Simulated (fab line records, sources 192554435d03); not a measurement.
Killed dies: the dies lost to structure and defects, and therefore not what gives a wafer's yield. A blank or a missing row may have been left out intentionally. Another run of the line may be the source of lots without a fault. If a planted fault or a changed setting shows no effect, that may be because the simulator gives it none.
Matching of chambers | flow n5 finfet | rie diel-01 running N5_SD_EPI_N_DESCUM_14: 4 sister chambers
The step chemistry O2, time 7.9 s. 4 wafers are shown with their chamber, then 7 later ones without.

== WAFERS PAIRED WITH THEIR CHAMBERS ==
wafer  | chamber | drypump motor current A (A)
L079.4 | 0       | 5.7
L084.4 | 2       | 5.1
L085.2 | 3       | 6.5
L085.4 | 1       | 5.8

== WAFERS WITHOUT THEIR CHAMBER ==
wafer  | drypump motor current A (A)
L085.6 | 5.1
L088.1 | 6.4
L088.2 | 5.6
L088.5 | 5.6
L093.2 | 5.7
L093.4 | 6.5
L093.6 | 6.5

== CHAMBER TAKEN BY EACH ==
wafer  | from the rows above     | in truth
L085.6 | 2                       | 2
L088.1 | 3                       | 3
L088.2 | can't be placed: 0 or 1 | 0
L088.5 | can't be placed: 0 or 1 | 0
L093.2 | can't be placed: 0 or 1 | 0
L093.4 | 3                       | 3
L093.6 | 3                       | 3
Correct placement for 4 of the 7. Unplaceable from these rows: 3, with the true chamber sitting among the candidates in 3. Number placed wrongly: 0.
How it was worked out, from the rows above alone: a wafer's distance from a chamber is the root of the sum, over the readings, of the square of ((its reading less the chamber's mean) divided by the reading's scatter). If the next closest chamber is less than 2 further off than the closest, the wafer can't be placed; otherwise it belongs to the closest. The mean given for a chamber averages the wafers shown for that chamber. The scatter: with one shown wafer a chamber, the root of the mean of the squares of how far each hidden wafer lies from its nearest shown one.
